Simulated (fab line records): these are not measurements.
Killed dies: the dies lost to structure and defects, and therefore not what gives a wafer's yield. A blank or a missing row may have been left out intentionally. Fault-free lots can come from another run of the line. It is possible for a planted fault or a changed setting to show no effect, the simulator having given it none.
fab line records | flow nand-harc
record lots=14 | wafers=42 | last-day=34
route steps=1302 shown P_M1@304 HYBRID_BOND@1242 THIN_TSV@1250 END@1302
lots untouched by any fault: they come from a run of this same line in which no faults occurred
start-h: the number of hours between the record's first day and the start of the first shown wafer of the lot | wait-h: time in hours since the lot's previous step | " repeats the value in the row above | L1.1+2: a single row standing in for several wafers | - no value, or no start was given | * or withheld: withheld | < > ~ a bound
route shown NAME@n: NAME is a module with steps in the file, n the number in the route of the first one | usual: the fault-free wafers' mean and standard deviation | same: alike in all rows | chamber/n: place in a boat | sites: each site's reading | _std_site: their standard deviation | _edge_site: outer sites' mean less inner sites' | radius-mm: how far each site lies from the wafer's centre | mask NAME#n: copy n | behind: the last tool/chamber to shape the wafer | hold: why the lot went on hold/how many hours it stayed there/how the hold came to an end | device: the n, p or np transistor that did not switch | end of line: the route-end tests of the same wafers | where a step has no rows: the recipe by itself | killed: the dies lost at the first sort to structure and to defects; this is not the yield of the wafer | map: a wafer's dies, x killed, . not, _ none there
set.NAME: the setting the step ran with; set.NAME@STEP: the setting that earlier step ran with | model.NAME: the simulator's own value behind a step, which no gauge read
steps of the route over a sample of lots; a table a step, a row a wafer
services: from which hour (start-h, from the record's first day; less than 0 if before it) a tool's chamber was out of use, for how many hours, and why
## steps
# step NHARC_P_M1_STRIP_19
# recipe time-s=600 | temp-c=30 | chemistry=post-etch-residue-remover
lot.wafer  | tool         | chamber | start-h | wait-h
L360.2+3+4 | wet-bench-08 | 5,6,1   | 140.62  | -
L361.4+1+3 | wet-bench-08 | 3,4,7   | 141.58  | -
L362.3+6+2 | wet-bench-08 | 7,1,3   | 145.12  | -
L363.3+2+6 | wet-bench-08 | 5,7,0   | 151.75  | -
L364.4+5+1 | wet-bench-08 | 7,1,3   | 165.70  | -
L365.4+6+1 | wet-bench-08 | 6,2,3   | 184.13  | -
L366.4+5+3 | wet-bench-08 | 1,3,4   | 185.05  | -
L370.4+6+3 | wet-bench-10 | 2,4,7   | 230.50  | -
L375.2+3+4 | wet-bench-08 | 6,1,2   | 269.48  | 0.1
L374.2+3+5 | wet-bench-08 | 6,7,1   | 270.75  | -
L378.2+4+5 | wet-bench-08 | 6,0,1   | 305.75  | -
L379.2+1+4 | wet-bench-08 | 0,2,3   | 315.95  | -
L381.5+4+2 | wet-bench-08 | 3,4,5   | 327.02  | -
L383.4+2+6 | wet-bench-08 | 7,2,3   | 353.84  | -
# step NHARC_HYBRID_BOND_OVL_MEAS_05
# usual overlay-x-nm=-6/32 | overlay-y-nm=-1/35
lot.wafer | tool       | chamber | start-h | wait-h | overlay-x-nm | overlay-y-nm
L361.1    | overlay-02 | -       | 540.73  | 0.4    | 18           | -30
L361.3    | "          | -       | "       | "      | -35          | -3
L361.4    | "          | -       | "       | "      | -63          | 41
L362.2    | overlay-01 | -       | 540.73  | 0.4    | 34           | 11
L362.3    | "          | -       | "       | "      | -49          | 28
L362.6    | "          | -       | "       | "      | 17           | 10
L360.2    | overlay-01 | -       | 554.87  | 0.4    | -16          | 67
L360.3    | "          | -       | "       | "      | 33           | -56
L360.4    | "          | -       | "       | "      | 5            | -20
L364.1    | overlay-02 | -       | 582.98  | 0.4    | 1            | -39
L364.4    | "          | -       | "       | "      | -21          | 44
L364.5    | "          | -       | "       | "      | -39          | -13
L363.2    | overlay-01 | -       | 582.98  | 0.4    | -2           | 33
L363.3    | "          | -       | "       | "      | 7            | 5
L363.6    | "          | -       | "       | "      | -3           | -3
L366.3    | overlay-01 | -       | 583.00  | 0.4    | -70          | 56
L366.4    | "          | -       | "       | "      | -34          | -20
L366.5    | "          | -       | "       | "      | -20          | -20
L365.1    | overlay-02 | -       | 602.38  | 0.4    | -12          | 0
L365.4    | "          | -       | "       | "      | 85           | 29
L365.6    | "          | -       | "       | "      | -8           | -3
L370.3    | overlay-01 | -       | 638.78  | 0.4    | 8            | 29
L370.4    | "          | -       | "       | "      | -26          | 3
L370.6    | "          | -       | "       | "      | -7           | -43
L374.2    | overlay-02 | -       | 672.67  | 0.4    | 14           | 30
L374.3    | "          | -       | "       | "      | -10          | -11
L374.5    | "          | -       | "       | "      | -29          | -36
L375.2    | overlay-01 | -       | 677.05  | 0.4    | 45           | 72
L375.3    | "          | -       | "       | "      | -82          | 13
L375.4    | "          | -       | "       | "      | 8            | -24
L378.2    | overlay-01 | -       | 721.03  | 0.4    | 44           | 27
L378.4    | "          | -       | "       | "      | 17           | 31
L378.5    | "          | -       | "       | "      | -17          | -14
L379.1    | overlay-02 | -       | 721.05  | 0.4    | 79           | 5
L379.2    | "          | -       | "       | "      | 16           | 21
L379.4    | "          | -       | "       | "      | 0            | 24
L381.2    | overlay-02 | -       | 753.07  | 0.4    | -41          | -17
L381.4    | "          | -       | "       | "      | 6            | -42
L381.5    | "          | -       | "       | "      | 16           | 14
L383.2    | overlay-02 | -       | 779.36  | 0.4    | 29           | -24
L383.4    | "          | -       | "       | "      | -53          | -6
L383.6    | "          | -       | "       | "      | 43           | 33
# step NHARC_THIN_TSV_DEP_43
# recipe target-thk-a=13285 | temp-c=withheld | pressure-torr=6.5 | rf-w=900 | teos-flow-sccm=161.4 | flow-sccm=2650 | target-thk-nm=1328.5 | gas=O2 | material=SiO2
# usual mfc-precursor-sccm=161.4/0.44 | throttle-valve-pct=15.9/0.64
lot.wafer | tool     | chamber | start-h | wait-h | mfc-precursor-sccm | throttle-valve-pct
L361.3    | pecvd-03 | 0       | 542.65  | -      | 161.5              | 15.2
L361.1    | "        | 1       | "       | "      | 160.6              | 15.7
L361.4    | "        | 2       | "       | "      | 161.6              | 14.7
L362.3    | pecvd-03 | 2       | 543.88  | -      | 161.1              | 14.8
L362.2    | "        | 1       | "       | "      | 161.6              | 15.8
L362.6    | "        | 1       | "       | "      | 161.1              | 15.8
L360.2    | pecvd-02 | 0       | 558.32  | -      | 161.7              | 15.8
L360.3    | "        | 1       | "       | "      | 160.8              | 16.8
L360.4    | "        | 2       | "       | "      | 161.2              | 15.6
L364.1    | pecvd-02 | 0       | 584.92  | -      | 161.6              | 15.3
L364.5    | "        | 0       | "       | "      | 161.7              | 15.5
L364.4    | "        | 1       | "       | "      | 161.1              | 16.4
L363.2    | pecvd-04 | 1       | 586.06  | -      | 162.0              | 16.8
L363.3    | "        | 2       | "       | "      | 160.8              | 15.9
L363.6    | "        | 0       | "       | "      | 161.7              | 15.8
L366.3    | pecvd-04 | 2       | 587.26  | -      | 160.9              | 15.9
L366.4    | "        | 2       | "       | "      | 160.2              | 16.0
L366.5    | "        | 0       | "       | "      | 161.6              | 15.7
L365.1    | pecvd-04 | 1       | 604.38  | -      | 161.3              | 17.1
L365.4    | "        | 2       | "       | "      | 161.0              | 16.0
L365.6    | "        | 1       | "       | "      | 161.0              | 17.0
L370.3    | pecvd-03 | 2       | 640.75  | -      | 161.7              | 14.5
L370.4    | "        | 1       | "       | "      | 161.3              | 16.3
L370.6    | "        | 0       | "       | "      | 160.9              | 14.9
L374.3    | pecvd-04 | 2       | 675.82  | -      | 161.5              | 15.5
L374.2    | "        | 0       | "       | "      | 161.9              | 15.8
L374.5    | "        | 1       | "       | "      | 161.8              | 16.6
L375.3    | pecvd-02 | 2       | 679.02  | -      | 160.9              | 16.0
L375.2    | "        | 0       | "       | "      | 161.5              | 15.7
L375.4    | "        | 1       | "       | "      | 161.4              | 16.6
L378.2    | pecvd-03 | 1       | 723.02  | -      | 161.0              | 16.6
L378.4    | "        | 2       | "       | "      | 160.8              | 14.9
L378.5    | "        | 1       | "       | "      | 160.7              | 16.8
L379.1    | pecvd-04 | 0       | 724.15  | -      | 162.3              | 15.7
L379.2    | "        | 2       | "       | "      | 161.6              | 15.8
L379.4    | "        | 2       | "       | "      | 161.2              | 15.8
L381.2    | pecvd-03 | 2       | 756.21  | -      | 161.1              | 14.9
L381.4    | "        | 1       | "       | "      | 161.7              | 15.7
L381.5    | "        | 2       | "       | "      | 161.0              | 15.1
L383.2    | pecvd-03 | 2       | 789.49  | -      | 161.1              | 15.2
L383.4    | "        | 0       | "       | "      | 161.5              | 15.0
L383.6    | "        | 1       | "       | "      | 161.1              | 15.8
# step NHARC_THIN_TSV_DEP_47
# recipe target-thk-a=2000 | temp-c=withheld | pressure-torr=6.5 | rf-w=900 | teos-flow-sccm=161.4 | flow-sccm=2650 | target-thk-nm=200 | gas=O2 | material=SiO2
# usual mfc-precursor-sccm=161.4/0.49 | throttle-valve-pct=15.9/0.68
lot.wafer | tool     | chamber | start-h | wait-h | mfc-precursor-sccm | throttle-valve-pct
L361.1    | pecvd-04 | 1       | 545.37  | -      | 161.7              | 17.0
L361.3    | "        | 2       | "       | "      | 160.3              | 15.8
L361.4    | "        | 0       | "       | "      | 161.1              | 15.8
L362.2    | pecvd-04 | 2       | 546.60  | -      | 161.2              | 15.7
L362.3    | "        | 0       | "       | "      | 161.9              | 16.0
L362.6    | "        | 1       | "       | "      | 161.4              | 17.2
L360.3    | pecvd-03 | 2       | 560.94  | -      | 160.9              | 14.8
L360.2    | "        | 1       | "       | "      | 162.4              | 15.8
L360.4    | "        | 1       | "       | "      | 161.6              | 16.0
L364.1    | pecvd-04 | 2       | 587.63  | -      | 161.9              | 15.7
L364.4    | "        | 0       | "       | "      | 161.7              | 15.4
L364.5    | "        | 2       | "       | "      | 161.5              | 15.8
L363.2    | pecvd-04 | 2       | 588.71  | -      | 161.4              | 15.9
L363.3    | "        | 0       | "       | "      | 161.3              | 15.6
L363.6    | "        | 2       | "       | "      | 161.5              | 15.7
L366.4    | pecvd-03 | 1       | 590.07  | -      | 161.1              | 16.2
L366.3    | "        | 2       | "       | "      | 161.5              | 15.1
L366.5    | "        | 1       | "       | "      | 161.4              | 16.2
L365.1    | pecvd-03 | 1       | 606.99  | -      | 160.5              | 16.2
L365.6    | "        | 1       | "       | "      | 161.3              | 16.2
L365.4    | "        | 2       | "       | "      | 161.3              | 15.0
L370.3    | pecvd-02 | 2       | 643.33  | -      | 161.9              | 15.8
L370.6    | "        | 0       | "       | "      | 161.2              | 15.7
L370.4    | "        | 1       | "       | "      | 161.0              | 16.3
L374.2    | pecvd-04 | 1       | 678.45  | -      | 161.9              | 16.5
L374.3    | "        | 2       | "       | "      | 161.3              | 15.5
L374.5    | "        | 0       | "       | "      | 161.8              | 15.9
L375.3    | pecvd-04 | 1       | 681.53  | -      | 160.8              | 16.6
L375.2    | "        | 2       | "       | "      | 161.4              | 15.5
L375.4    | "        | 0       | "       | "      | 160.4              | 15.6
L378.2    | pecvd-03 | 1       | 725.66  | -      | 162.0              | 16.6
L378.5    | "        | 1       | "       | "      | 162.1              | 16.7
L378.4    | "        | 2       | "       | "      | 161.0              | 15.0
L379.1    | pecvd-02 | 0       | 726.69  | -      | 162.1              | 16.0
L379.2    | "        | 1       | "       | "      | 161.4              | 16.9
L379.4    | "        | 0       | "       | "      | 160.9              | 16.0
L381.2    | pecvd-04 | 0       | 758.92  | -      | 162.0              | 15.6
L381.5    | "        | 1       | "       | "      | 161.4              | 16.6
L381.4    | "        | 0       | "       | "      | 161.1              | 15.7
L383.2    | pecvd-02 | 2       | 791.98  | -      | 160.9              | 15.9
L383.6    | "        | 2       | "       | "      | 160.6              | 15.8
L383.4    | "        | 0       | "       | "      | 160.8              | 16.0
# step NHARC_END_SORT_01
# recipe temp-c=25
# usual defect-limited-yield=91/3.1 | killed-at-array=56/21 | killed-at-other=1.2/1.6 | killed-at-periphery=3.7/2.5 | killed-dies=61/21 | killed-open=3.1/1.8 | killed-short=2.8/1.7
# same gross-dies=677
lot.wafer | tool      | chamber | start-h | wait-h | defect-limited-yield[%] | killed-at-array | killed-at-other | killed-at-periphery | killed-dies | killed-open | killed-short
L366.3    | prober-02 | 0       | 602.31  | 3.0    | 79                      | 68              | 0               | 73                  | 141         | 4           | 2
L366.4    | prober-02 | 0       | 603.08  | 3.3    | 79                      | 63              | 1               | 77                  | 141         | 1           | 1
L366.5    | prober-02 | 0       | 603.85  | 3.6    | 84                      | 75              | 3               | 30                  | 108         | 5           | 3
L365.1    | prober-01 | 0       | 620.27  | 2.5    | 83                      | 83              | 1               | 31                  | 115         | 3           | 8
L365.4    | prober-01 | 0       | 622.70  | 3.4    | 77                      | 74              | 1               | 81                  | 156         | 4           | 1
L365.6    | prober-01 | 0       | 624.32  | 4.0    | 82                      | 52              | 1               | 67                  | 120         | 4           | 1
# killed by level:class
L366.3 P_M1:unspecified=70 A_SLIT:chamber-film-flake=33 A_CHANNEL_HOLE_D2:chamber-film-flake=26 A_CHANNEL_HOLE_D1:chamber-film-flake=4 P_CONTACT:geometric-particle:short=1 P_M0:geometric-particle:open=1 P_M1:geometric-particle:open=1 A_ONON_D1:geometric-particle:short=1
L366.4 P_M1:unspecified=77 A_CHANNEL_HOLE_D2:chamber-film-flake=27 A_SLIT:chamber-film-flake=19 A_CHANNEL_HOLE_D1:chamber-film-flake=5 A_CHANNEL_FILL_D1:chamber-film-flake=3 A_STAIRCASE:chamber-film-flake=3 A_CONTACT:chamber-film-flake=2 A_DECK1_JOINT:geometric-particle:open=1
L366.5 A_CHANNEL_HOLE_D2:chamber-film-flake=31 P_M1:unspecified=25 A_SLIT:chamber-film-flake=24 A_CHANNEL_HOLE_D1:chamber-film-flake=6 A_CONTACT:chamber-film-flake=3 P_M2:chamber-film-flake=3 A_STAIRCASE:chamber-film-flake=3 P_GATE:geometric-particle:open=2
L365.1 A_CHANNEL_HOLE_D1:chamber-film-flake=34 P_M1:unspecified=25 A_SLIT:chamber-film-flake=23 A_CHANNEL_HOLE_D2:chamber-film-flake=7 A_WL_FILL:chamber-film-flake=4 A_CHANNEL_HOLE_D2:geometric-particle:short=2 A_WL_FILL:geometric-particle:short=2 P_ZERO_WELL:chamber-film-flake=2
L365.4 P_M1:unspecified=75 A_CHANNEL_HOLE_D1:chamber-film-flake=29 A_SLIT:chamber-film-flake=21 A_CHANNEL_HOLE_D2:chamber-film-flake=12 A_CONTACT:chamber-film-flake=4 A_CHANNEL_FILL_D2:geometric-particle:open=2 P_STI:chamber-film-flake=2 P_M2:chamber-film-flake=2
L365.6 P_M1:unspecified=62 A_CHANNEL_HOLE_D1:chamber-film-flake=22 A_SLIT:chamber-film-flake=13 A_CHANNEL_HOLE_D2:chamber-film-flake=6 P_M2:chamber-film-flake=4 A_WL_FILL:chamber-film-flake=3 A_CONTACT:chamber-film-flake=3 A_M0:geometric-particle:open=2
## services
tool         | chamber | start-h | hours | kind
wet-bench-08 | -       | 118.40  | 8.0   | pm
pecvd-03     | -       | 185.23  | 13.0  | pm
pecvd-02     | -       | 227.71  | 13.0  | pm
pecvd-04     | -       | 269.21  | 13.0  | pm
wet-bench-08 | -       | 294.41  | 8.0   | pm
pecvd-02     | 2       | 331.50  | 2.7   | repair
pecvd-04     | -       | 344.28  | 4.8   | repair
wet-bench-08 | -       | 358.03  | 6.2   | repair
pecvd-03     | -       | 366.35  | 13.0  | pm
wet-bench-08 | -       | 383.19  | 4.8   | repair
pecvd-03     | 2       | 384.68  | 16.1  | repair
pecvd-02     | 0       | 404.50  | 20.8  | repair
pecvd-02     | -       | 408.71  | 13.0  | pm
pecvd-04     | -       | 450.21  | 13.0  | pm
pecvd-02     | 1       | 454.41  | 6.2   | repair
wet-bench-08 | -       | 470.41  | 8.0   | pm
pecvd-03     | 0       | 480.89  | 9.1   | repair
pecvd-04     | -       | 502.11  | 2.8   | repair
pecvd-03     | -       | 547.35  | 13.0  | pm
pecvd-03     | 0       | 588.85  | 17.7  | repair
pecvd-04     | -       | 631.21  | 13.0  | pm
wet-bench-08 | -       | 646.41  | 8.0   | pm
pecvd-04     | 0       | 664.99  | 2.0   | repair
pecvd-03     | -       | 728.35  | 13.0  | pm
## key
first-sign step=NHARC_END_SORT_01 | reading=killed-at-periphery | direction=up | sigmas=22 | usual=3.7 | struck=59.8
effect step=NHARC_END_SORT_01 | reading=killed-dies | direction=up | sigmas=3.3 | usual=61 | struck=130 | wafers-moved=5
more-kills-born-at NHARC_P_M1_STRIP_19@wet-bench-08=334
met-at NHARC_P_M1_STRIP_19
struck-lots L365,L366
not-acting-at NHARC_HYBRID_BOND_OVL_MEAS_05,NHARC_THIN_TSV_DEP_43,NHARC_THIN_TSV_DEP_47
onset-between 165.70 184.13
fault kind=chamber-particle-source | tool=wet-bench-08 | chamber=- | onset-h=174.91 | steps=NHARC_P_M1_STRIP_19 | rate-per-visit-cm2=0.6101 | end-h=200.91
